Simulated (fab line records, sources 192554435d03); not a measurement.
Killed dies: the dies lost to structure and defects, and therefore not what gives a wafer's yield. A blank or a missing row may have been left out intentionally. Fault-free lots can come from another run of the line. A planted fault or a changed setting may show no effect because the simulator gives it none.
Chamber matching | flow n5 finfet | N5_BEOL_M2_ETCH_74 on rie diel-02: 4 sister chambers
The step etches underlayer in N2/H2, target depth 6.5 nm, time 5.2 s. 4 wafers are shown with their chamber, then 10 later ones without.

== EACH WAFER AND ITS CHAMBER ==
wafer  | chamber | drypump motor current A (A)
L084.1 | 0       | 5.7
L084.5 | 1       | 5.0
L089.3 | 3       | 5.4
L089.4 | 2       | 5.9

== WAFERS WITHOUT THEIR CHAMBER ==
wafer  | drypump motor current A (A)
L089.5 | 5.7
L091.1 | 5.4
L091.3 | 5.9
L091.4 | 5.0
L094.4 | 5.4
L094.5 | 5.6
L094.6 | 5.4
L097.4 | 5.0
L097.5 | 5.6
L097.6 | 5.4

== WHICH CHAMBER EACH ONE RAN IN ==
wafer  | from the rows above | in truth
L089.5 | 0                   | 0
L091.1 | 3                   | 3
L091.3 | 2                   | 2
L091.4 | 1                   | 1
L094.4 | 3                   | 3
L094.5 | 0                   | 0
L094.6 | 3                   | 3
L097.4 | 1                   | 1
L097.5 | 0                   | 0
L097.6 | 3                   | 3
Placed correctly: 10 of 10. Number that these rows cannot place: 0. 0 placed wrongly.
How it was worked out, from the rows above alone: a wafer's distance from a chamber is the root of the sum, over the readings, of the square of ((its reading less the chamber's mean) divided by the reading's scatter). The wafer belongs to the nearest chamber; if the next one is less than 2 further off, it can't be placed. A chamber's mean is the mean of its shown wafers. The scatter (one wafer shown for each chamber): square how far every hidden wafer sits from the nearest shown wafer, average those squares and take the square root.
